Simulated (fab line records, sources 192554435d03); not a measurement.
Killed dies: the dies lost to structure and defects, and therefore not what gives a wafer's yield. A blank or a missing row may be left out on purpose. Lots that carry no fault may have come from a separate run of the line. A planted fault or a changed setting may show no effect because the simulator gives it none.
Tool commonality check | flow n5_finfet | 13 lots and 31 wafers in the sample

## THE REASON FOR OPENING IT
Flagged at N5_BEOL_M1_INSPECT_59: reading raw_defect_count, on 4 of 13 lots. Fault-free wafers read 61, with a standard deviation of 18.
Rule: a lot is flagged in two cases, either no wafer of it has a number, or all its wafers with numbers fall more than 4 standard deviations from that mean. The other lots count as sound.

lot  | measured     | on                | raw_defect_count, wafer by wafer | flag
L232 | day 7 18:25  | defect_inspect-01 | 34 58 34                         |
L233 | day 7 20:10  | defect_inspect-01 | 59 57 84                         |
L236 | day 8 18:52  | defect_inspect-01 | 32 58 38                         |
L235 | day 8 21:42  | defect_inspect-01 | 55 49 67                         |
L237 | day 9 04:36  | defect_inspect-01 | 59 40 86                         |
L242 | day 10 13:27 | defect_inspect-02 | 65 100 66                        |
L241 | day 10 13:40 | defect_inspect-01 | 46 49 67                         |
L243 | day 10 16:59 | defect_inspect-02 | 678                              | FLAGGED
L245 | day 10 23:31 | defect_inspect-01 | 579                              | FLAGGED
L244 | day 11 06:46 | defect_inspect-01 | 565                              | FLAGGED
L248 | day 11 15:46 | defect_inspect-01 | 595                              | FLAGGED
L249 | day 11 20:22 | defect_inspect-02 | 43 64 49                         |
L250 | day 12 23:32 | defect_inspect-01 | 46 63 63                         |
The mean of the flagged lots' numbers is 604, +543 from the usual (+30 standard deviations).

## WHICH TOOL RAN EACH LOT
The record holds 4 process steps before the reading, out of a route of 1938 steps. Each cell gives the tool, then ch followed by the chambers the sampled wafers passed through, then the start.
lot  | flag    | N5_BEOL_M1_ANNEAL_91         | N5_BEOL_M1_SPUTTER_94        | N5_BEOL_M1_CO_CAP_55             | N5_BEOL_M1_PRE_CLEAN_56
L232 |         | pvd_sputter-02, day 7 15:46  | pvd_sputter-02, day 7 16:07  | cvd_co-01 ch 1,2, day 7 18:13    | pecvd-04 ch 0,2, day 7 18:18
L233 |         | pvd_sputter-02, day 7 18:29  | pvd_sputter-02, day 7 18:51  | cvd_co-01 ch 0,1,2, day 7 19:57  | pecvd-01 ch 0,1,2, day 7 20:02
L236 |         | pvd_sputter-01, day 8 17:13  | pvd_sputter-01, day 8 17:34  | cvd_co-02 ch 0,1,2, day 8 18:39  | pecvd-04 ch 0,1, day 8 18:44
L235 |         | pvd_sputter-01, day 8 20:02  | pvd_sputter-01, day 8 20:24  | cvd_co-02 ch 0,2, day 8 21:29    | pecvd-04 ch 0,2, day 8 21:35
L237 |         | pvd_sputter-02, day 9 02:56  | pvd_sputter-02, day 9 03:18  | cvd_co-01 ch 0,1, day 9 04:23    | pecvd-04 ch 0,2, day 9 04:29
L242 |         | pvd_sputter-03, day 10 11:48 | pvd_sputter-03, day 10 12:10 | cvd_co-02 ch 0,2, day 10 13:14   | pecvd-01 ch 0,1,2, day 10 13:20
L241 |         | pvd_sputter-02, day 10 11:44 | pvd_sputter-02, day 10 12:06 | cvd_co-01 ch 0,1,2, day 10 13:27 | pecvd-01 ch 0,1,2, day 10 13:33
L243 | FLAGGED | pvd_sputter-03, day 10 14:52 | pvd_sputter-03, day 10 15:14 | cvd_co-01 ch 1, day 10 16:47     | pecvd-01 ch 2, day 10 16:52
L245 | FLAGGED | pvd_sputter-03, day 10 21:50 | pvd_sputter-03, day 10 22:12 | cvd_co-01 ch 2, day 10 23:17     | pecvd-01 ch 2, day 10 23:23
L244 | FLAGGED | pvd_sputter-01, day 11 05:07 | pvd_sputter-01, day 11 05:28 | cvd_co-02 ch 0, day 11 06:33     | pecvd-01 ch 2, day 11 06:38
L248 | FLAGGED | pvd_sputter-02, day 11 13:49 | pvd_sputter-02, day 11 14:11 | cvd_co-02 ch 0, day 11 15:33     | pecvd-01 ch 2, day 11 15:38
L249 |         | pvd_sputter-01, day 11 18:43 | pvd_sputter-01, day 11 19:04 | cvd_co-02 ch 0,2, day 11 20:09   | pecvd-02 ch 0,2, day 11 20:16
L250 |         | pvd_sputter-01, day 12 21:53 | pvd_sputter-01, day 12 22:15 | cvd_co-02 ch 1,2, day 12 23:20   | pecvd-02 ch 0,2, day 12 23:25
What these steps do:
- N5_BEOL_M1_ANNEAL_91: time 240 s.
- N5_BEOL_M1_SPUTTER_94: material Cu, target thk 4.5 nm, time 8.29 s.
- N5_BEOL_M1_CO_CAP_55: material Co, precursor CCTBA/H2, target thk 2 nm, time 102.1 s.
- N5_BEOL_M1_PRE_CLEAN_56: time 15 s.
- N5_BEOL_M1_INSPECT_59: inspects for defects (darkfield).

## FLAGGED OVER TOTAL, TOOL BY TOOL (the gauges that took the reading come last)
step                    | tool              | lots run | flagged | share of the flagged lots | sound lots run after its first flagged lot
N5_BEOL_M1_ANNEAL_91    | pvd_sputter-01    | 5        | 1       | some                      | 2 (L249,L250)
N5_BEOL_M1_ANNEAL_91    | pvd_sputter-02    | 5        | 1       | some                      | 0
N5_BEOL_M1_ANNEAL_91    | pvd_sputter-03    | 3        | 2       | some                      | 0
N5_BEOL_M1_SPUTTER_94   | pvd_sputter-01    | 5        | 1       | some                      | 2 (L249,L250)
N5_BEOL_M1_SPUTTER_94   | pvd_sputter-02    | 5        | 1       | some                      | 0
N5_BEOL_M1_SPUTTER_94   | pvd_sputter-03    | 3        | 2       | some                      | 0
N5_BEOL_M1_CO_CAP_55    | cvd_co-01         | 6        | 2       | some                      | 0
N5_BEOL_M1_CO_CAP_55    | cvd_co-02         | 7        | 2       | some                      | 2 (L249,L250)
N5_BEOL_M1_PRE_CLEAN_56 | pecvd-01          | 7        | 4       | all                       | 0
N5_BEOL_M1_PRE_CLEAN_56 | pecvd-02          | 2        | 0       | none                      | -
N5_BEOL_M1_PRE_CLEAN_56 | pecvd-04          | 4        | 0       | none                      | -
N5_BEOL_M1_INSPECT_59   | defect_inspect-01 | 10       | 3       | some                      | 1 (L250)
N5_BEOL_M1_INSPECT_59   | defect_inspect-02 | 3        | 1       | some                      | 1 (L249)

## WHAT THE TABLE ALLOWS
All flagged lots share 1 row of the table, namely pecvd-01 at N5_BEOL_M1_PRE_CLEAN_56.
- pecvd-01 at N5_BEOL_M1_PRE_CLEAN_56 ran 7 lots, 4 of them flagged. Last sound lot L241 at day 10 13:33, first flagged lot L243 at day 10 16:52; a fault beginning in between fits.
One tool is left: pecvd-01 at N5_BEOL_M1_PRE_CLEAN_56.

## WHAT HAD BEEN PUT IN BY THE SIMULATOR
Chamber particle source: pecvd-01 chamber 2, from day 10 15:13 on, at N5_BEOL_M1_PRE_CLEAN_56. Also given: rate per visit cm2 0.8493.
Struck lots among those shown: L243, L245, L244, L248. Same finding as the rule above.
